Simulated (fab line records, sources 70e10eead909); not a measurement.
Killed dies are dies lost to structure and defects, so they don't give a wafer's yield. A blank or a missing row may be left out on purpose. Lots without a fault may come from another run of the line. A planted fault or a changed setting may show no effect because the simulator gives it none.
Chamber matching | flow nand_harc | NHARC_A_STAIRCASE_CMP_472 on cmp-02: 4 sister chambers
The step polishes SiO2. 18 wafers are shown with their chamber, then 9 later ones without.

WAFERS WITH THEIR CHAMBER
wafer  | chamber | motor_current_A (A) | retaining_ring_pressure_frac
L076.1 | 0       | 11.8                | 0.998
L076.3 | 2       | 12.3                | 1.004
L076.4 | 3       | 12.3                | 0.999
L075.4 | 3       | 12.3                | 0.999
L075.5 | 1       | 13.3                | 1.006
L075.6 | 0       | 12.2                | 0.992
L081.2 | 1       | 12.8                | 0.995
L081.4 | 3       | 12.7                | 0.993
L081.6 | 3       | 12.4                | 0.995
L082.1 | 0       | 11.6                | 0.995
L082.4 | 1       | 12.7                | 1.003
L082.5 | 0       | 12.1                | 0.997
L085.1 | 3       | 12.6                | 1.009
L085.3 | 2       | 12.8                | 1.007
L085.6 | 0       | 11.7                | 0.992
L087.1 | 3       | 13.1                | 1.001
L087.5 | 1       | 12.6                | 0.993
L087.6 | 2       | 13.1                | 1.005

SIGNATURES (means of the wafers above)
reading                      | chamber 0 | chamber 1 | chamber 2 | chamber 3 | scatter within a chamber
motor_current_A              | 11.880    | 12.850    | 12.733    | 12.567    | 0.311
retaining_ring_pressure_frac | 0.99480   | 0.99925   | 1.00533   | 0.99933   | 0.00469
Rule: a wafer's distance from a chamber is the root of the sum, over the readings, of the square of ((its reading less the chamber's mean) divided by the reading's scatter). The wafer belongs to the nearest chamber; if the next one is less than 2 further off, it can't be placed. The scatter: the root of (the sum of the squares of (reading less its chamber's mean) over the shown wafers, divided by (wafers less chambers)).

WAFERS WITHOUT THEIR CHAMBER
wafer  | motor_current_A (A) | retaining_ring_pressure_frac
L092.2 | 11.8                | 1.002
L092.3 | 12.3                | 0.996
L092.4 | 12.9                | 1.004
L088.1 | 13.6                | 0.998
L088.4 | 12.0                | 1.003
L088.6 | 12.2                | 0.996
L094.1 | 12.0                | 0.999
L094.3 | 11.9                | 1.011
L094.4 | 12.5                | 0.992

WHICH CHAMBER EACH WENT THROUGH
wafer  | from the rows above               | in truth
L092.2 | can't be placed: 0 or 3 or 2 or 1 | 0
L092.3 | can't be placed: 3 or 0 or 1 or 2 | 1
L092.4 | can't be placed: 2 or 1 or 3      | 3
L088.1 | can't be placed: 1 or 2 or 3      | 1
L088.4 | can't be placed: 0 or 3 or 2 or 1 | 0
L088.6 | can't be placed: 0 or 3 or 1 or 2 | 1
L094.1 | can't be placed: 0 or 3 or 2 or 1 | 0
L094.3 | can't be placed: 2 or 3 or 0 or 1 | 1
L094.4 | can't be placed: 3 or 1 or 0 or 2 | 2
Placed correctly: 0 of 9. Can't be placed from these rows: 9 (the true chamber is among the candidates in 9). Placed wrongly: 0.
